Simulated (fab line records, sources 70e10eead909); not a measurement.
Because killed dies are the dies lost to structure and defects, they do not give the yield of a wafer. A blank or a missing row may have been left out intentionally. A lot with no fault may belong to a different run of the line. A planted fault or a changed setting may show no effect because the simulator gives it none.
Which tool is to blame?    flow nand-harc    42 wafers from 14 lots sampled at 4 of the route's 1302 steps

WHAT THE GAUGES READ, wafer by wafer
The record lacks any reading of a measuring or inspecting step that a usual standard deviation could be used to judge.

WHICH TOOL RAN EACH LOT (tool, then ch and the chambers of the sampled wafers, then the start)
lot   NHARC_A_STAIRCASE_TRIM_14                      NHARC_A_STAIRCASE_ETCH_17                      NHARC_A_STAIRCASE_TRIM_20           NHARC_A_STAIRCASE_ETCH_23
L922  rie-diel-08 ch 0,1,2, day 15 19:17 or earlier  rie-diel-08 ch 2,3, day 15 19:17 or earlier    rie-diel-08 ch 0,1, day 15 19:17    rie-diel-08 ch 0,1,2, day 15 19:43
L924  rie-diel-05 ch 0,1,3, day 16 00:01 or earlier  rie-diel-05 ch 1,2, day 16 00:01 or earlier    rie-diel-08 ch 0,1,2, day 16 00:01  rie-diel-08 ch 0,1, day 16 00:26
L927  rie-diel-05 ch 0,1,3, day 17 16:49 or earlier  rie-diel-05 ch 0,1,3, day 17 16:49 or earlier  rie-diel-08 ch 0,2,3, day 17 16:49  rie-diel-08 ch 0,1,3, day 17 17:15
L928  rie-diel-05 ch 0,3, day 18 00:38 or earlier    rie-diel-05 ch 0,1, day 18 00:38 or earlier    rie-diel-02 ch 2,3, day 18 00:38    rie-diel-02 ch 1,2,3, day 18 01:09
L930  rie-diel-02 ch 0,2, day 18 18:39 or earlier    rie-diel-02 ch 0,3, day 18 18:39 or earlier    rie-diel-02 ch 0,1,3, day 18 18:39  rie-diel-02 ch 1,3, day 18 19:04
L929  rie-diel-08 ch 0,1,2, day 18 18:50 or earlier  rie-diel-08 ch 0,1,2, day 18 18:50 or earlier  rie-diel-08 ch 0,1,2, day 18 18:50  rie-diel-08 ch 1,2, day 18 19:15
L931  rie-diel-05 ch 0,1, day 19 13:22 or earlier    rie-diel-05 ch 0,2,3, day 19 13:22 or earlier  rie-diel-08 ch 1,2, day 19 13:22    rie-diel-08 ch 0,1,2, day 19 13:48
L932  rie-diel-08 ch 0,1,2, day 20 09:09 or earlier  rie-diel-08 ch 0,3, day 20 09:09 or earlier    rie-diel-02 ch 0,1,3, day 20 09:09  rie-diel-02 ch 0,3, day 20 09:34
L935  rie-diel-02 ch 0,1,2, day 21 04:04 or earlier  rie-diel-02 ch 0,1,2, day 21 04:04 or earlier  rie-diel-05 ch 1,2,3, day 21 04:04  rie-diel-05 ch 1,2,3, day 21 04:28
L936  rie-diel-08 ch 0,2,3, day 22 13:13 or earlier  rie-diel-08 ch 0,1,2, day 22 13:13 or earlier  rie-diel-02 ch 0,1,3, day 22 13:13  rie-diel-02 ch 0,2,3, day 22 13:40
L938  rie-diel-05 ch 2,3, day 22 13:23 or earlier    rie-diel-05 ch 0,3, day 22 13:23 or earlier    rie-diel-08 ch 0,2,3, day 22 13:23  rie-diel-08 ch 1,3, day 22 13:49
L939  rie-diel-02 ch 0,2, day 22 22:37 or earlier    rie-diel-02 ch 1,3, day 22 22:37 or earlier    rie-diel-02 ch 0,2,3, day 22 22:37  rie-diel-02 ch 0,1, day 22 23:25
L943  rie-diel-05 ch 2,3, day 24 08:32 or earlier    rie-diel-05 ch 2,3, day 24 08:32 or earlier    rie-diel-05 ch 1,2, day 24 08:32    rie-diel-05 ch 1,2,3, day 24 08:57
L945  rie-diel-05 ch 0,3, day 24 20:20 or earlier    rie-diel-05 ch 2,3, day 24 20:20 or earlier    rie-diel-08 ch 1,3, day 24 20:20    rie-diel-08 ch 1,3, day 24 20:49
- NHARC_A_STAIRCASE_TRIM_14: chemistry O2, time 211.2 s.
- NHARC_A_STAIRCASE_ETCH_17: etches the open film in C4F8/O2, target depth 100 nm, time 40.5 s.
- NHARC_A_STAIRCASE_TRIM_20: chemistry O2, time 211.2 s.
- NHARC_A_STAIRCASE_ETCH_23: etches the open film in C4F8/O2, target depth 100 nm, time 40.5 s.

WHAT THE TOOLS THEMSELVES READ (means of the sampled wafers that have a number; where no wafer has one, the mark that the record gives instead)
NHARC_A_STAIRCASE_TRIM_14. Usual: drypump-motor-current-A 5.4 A, standard deviation 0.5; o2-flow-sccm 499.8 sccm, standard deviation 1.6; oes-product-au 1.000 a.u., standard deviation 0.011; rf-vpp-V 58.0 V, standard deviation 0.82; showerhead-plenum-p-Torr 3.59 Torr, standard deviation 0.11; throttle-valve-pct 17.035 %, standard deviation 0.0094.
lot   tool         drypump-motor-current-A (A)  o2-flow-sccm (sccm)  oes-product-au (a.u.)  rf-vpp-V (V)  showerhead-plenum-p-Torr (Torr)  throttle-valve-pct (%)  flag
L922  rie-diel-08  5.3                          500.8                1.000                  57.6          3.46                             17.032                  
L924  rie-diel-05  5.1                          500.7                1.005                  59.1          3.62                             17.030                  
L927  rie-diel-05  5.1                          499.6                1.001                  58.1          3.61                             17.032                  
L928  rie-diel-05  5.1                          500.0                1.005                  58.5          3.70                             17.025                  
L930  rie-diel-02  5.2                          500.3                0.997                  57.5          3.63                             17.036                  
L929  rie-diel-08  5.3                          498.8                1.003                  58.5          3.63                             17.038                  
L931  rie-diel-05  4.7                          500.0                1.001                  57.9          3.57                             17.039                  
L932  rie-diel-08  5.4                          499.5                1.008                  58.2          3.62                             17.026                  
L935  rie-diel-02  5.6                          499.5                0.984                  57.8          3.64                             17.034                  
L936  rie-diel-08  5.4                          498.9                1.001                  57.6          3.53                             17.034                  
L938  rie-diel-05  5.8                          498.8                1.004                  58.0          3.57                             17.024                  
L939  rie-diel-02  5.4                          499.3                1.000                  58.0          3.57                             17.029                  
L943  rie-diel-05  5.8                          500.9                0.994                  57.8          3.55                             17.033                  
L945  rie-diel-05  5.4                          500.8                0.995                  57.5          3.61                             17.027                  

NHARC_A_STAIRCASE_ETCH_17. Usual: oes-product-au 0.940 a.u., standard deviation 0.012; rf-fwd-power-W 592 W, standard deviation 3.2; rf-vpp-V 898 V, standard deviation 3.9.
lot   tool         oes-product-au (a.u.)  rf-fwd-power-W (W)  rf-vpp-V (V)  flag
L922  rie-diel-08  0.949                  588                 898           
L924  rie-diel-05  0.950                  594                 897           
L927  rie-diel-05  0.928                  595                 899           
L928  rie-diel-05  0.957                  593                 901           
L930  rie-diel-02  0.934                  593                 894           
L929  rie-diel-08  0.946                  590                 899           
L931  rie-diel-05  0.943                  594                 899           
L932  rie-diel-08  0.949                  591                 895           
L935  rie-diel-02  0.924                  591                 900           
L936  rie-diel-08  0.952                  590                 898           
L938  rie-diel-05  0.940                  595                 900           
L939  rie-diel-02  0.926                  593                 898           
L943  rie-diel-05  0.930                  595                 897           
L945  rie-diel-05  0.940                  597                 896           

NHARC_A_STAIRCASE_TRIM_20. Usual: drypump-motor-current-A 5.4 A, standard deviation 0.44; o2-flow-sccm 499.8 sccm, standard deviation 1.4; oes-product-au 0.998 a.u., standard deviation 0.01; rf-vpp-V 57.8 V, standard deviation 0.83; showerhead-plenum-p-Torr 3.57 Torr, standard deviation 0.12; throttle-valve-pct 17.036 %, standard deviation 0.0087.
lot   tool         drypump-motor-current-A (A)  o2-flow-sccm (sccm)  oes-product-au (a.u.)  rf-vpp-V (V)  showerhead-plenum-p-Torr (Torr)  throttle-valve-pct (%)  flag
L922  rie-diel-08  5.6                          499.6                0.988                  57.3          3.35                             17.040                  
L924  rie-diel-08  5.3                          500.1                0.994                  57.0          3.46                             17.042                  
L927  rie-diel-08  5.4                          500.5                1.008                  58.2          3.54                             17.040                  
L928  rie-diel-02  5.5                          501.0                0.996                  58.1          3.51                             17.035                  
L930  rie-diel-02  5.4                          500.3                0.991                  57.2          3.60                             17.038                  
L929  rie-diel-08  5.3                          500.7                1.008                  57.7          3.63                             17.041                  
L931  rie-diel-08  5.5                          497.9                1.010                  57.8          3.72                             17.043                  
L932  rie-diel-02  5.4                          498.7                0.996                  57.8          3.60                             17.041                  
L935  rie-diel-05  5.5                          498.9                1.001                  58.6          3.54                             17.031                  
L936  rie-diel-02  5.3                          499.6                0.995                  58.0          3.59                             17.037                  
L938  rie-diel-08  5.4                          499.6                1.008                  57.9          3.52                             17.042                  
L939  rie-diel-02  5.2                          500.0                0.993                  58.0          3.52                             17.039                  
L943  rie-diel-05  5.5                          500.8                0.991                  56.9          3.51                             17.030                  
L945  rie-diel-08  5.8                          500.6                1.009                  57.3          3.69                             17.023                  

NHARC_A_STAIRCASE_ETCH_23. Usual: oes-product-au 0.945 a.u., standard deviation 0.013; rf-fwd-power-W 592 W, standard deviation 3.3; rf-vpp-V 898 V, standard deviation 4.5.
lot   tool         oes-product-au (a.u.)  rf-fwd-power-W (W)  rf-vpp-V (V)  flag
L922  rie-diel-08  0.939                  590                 893           
L924  rie-diel-08  0.945                  594                 889           
L927  rie-diel-08  0.931                  592                 899           
L928  rie-diel-02  0.944                  591                 897           
L930  rie-diel-02  0.929                  594                 899           
L929  rie-diel-08  0.944                  590                 900           
L931  rie-diel-08  0.960                  590                 900           
L932  rie-diel-02  0.964                  590                 895           
L935  rie-diel-05  0.951                  595                 897           
L936  rie-diel-02  1.198                  831                 896           OFF
L938  rie-diel-08  0.949                  591                 899           
L939  rie-diel-02  1.139                  835                 902           OFF
L943  rie-diel-05  0.931                  595                 896           
L945  rie-diel-08  0.949                  593                 901           

THE ANSWER, worked out from the rows above alone
Rule: take the mean of a lot's wafers that have a number; if it is more than 3 standard deviations from the usual mean, the lot is off. A lot without any number at a reading at which 4 lots or more have one is off too. Any other lot the step has rows for is counted as sound. After the gauges, taken in route order, come the tools' own readings; for these a lot's mean is taken, as printed above. At the first step where some lot is off, the reading lying furthest off is the one used; lots without a number count as furthest.
Off: L936, L939 (NHARC_A_STAIRCASE_ETCH_23, rf-fwd-power-W).
If a tool, at that step or one of the process steps before it, ran each lot that is off and ran no sound lot following the first of them, it fits. With no start given for some of its lots, NHARC_A_STAIRCASE_TRIM_14 uses the hours and lot order of NHARC_A_STAIRCASE_TRIM_20. With no start given for some of its lots, NHARC_A_STAIRCASE_ETCH_17 uses the hours and lot order of NHARC_A_STAIRCASE_TRIM_20. One fits: NHARC_A_STAIRCASE_TRIM_20 and NHARC_A_STAIRCASE_ETCH_23 on rie-diel-02. At NHARC_A_STAIRCASE_TRIM_20 its last sound lot is L932 (day 20 09:09), its first lot that is off L936 (day 22 13:13): a fault that began between those two fits.

WHAT WAS PUT IN BY THE SIMULATOR
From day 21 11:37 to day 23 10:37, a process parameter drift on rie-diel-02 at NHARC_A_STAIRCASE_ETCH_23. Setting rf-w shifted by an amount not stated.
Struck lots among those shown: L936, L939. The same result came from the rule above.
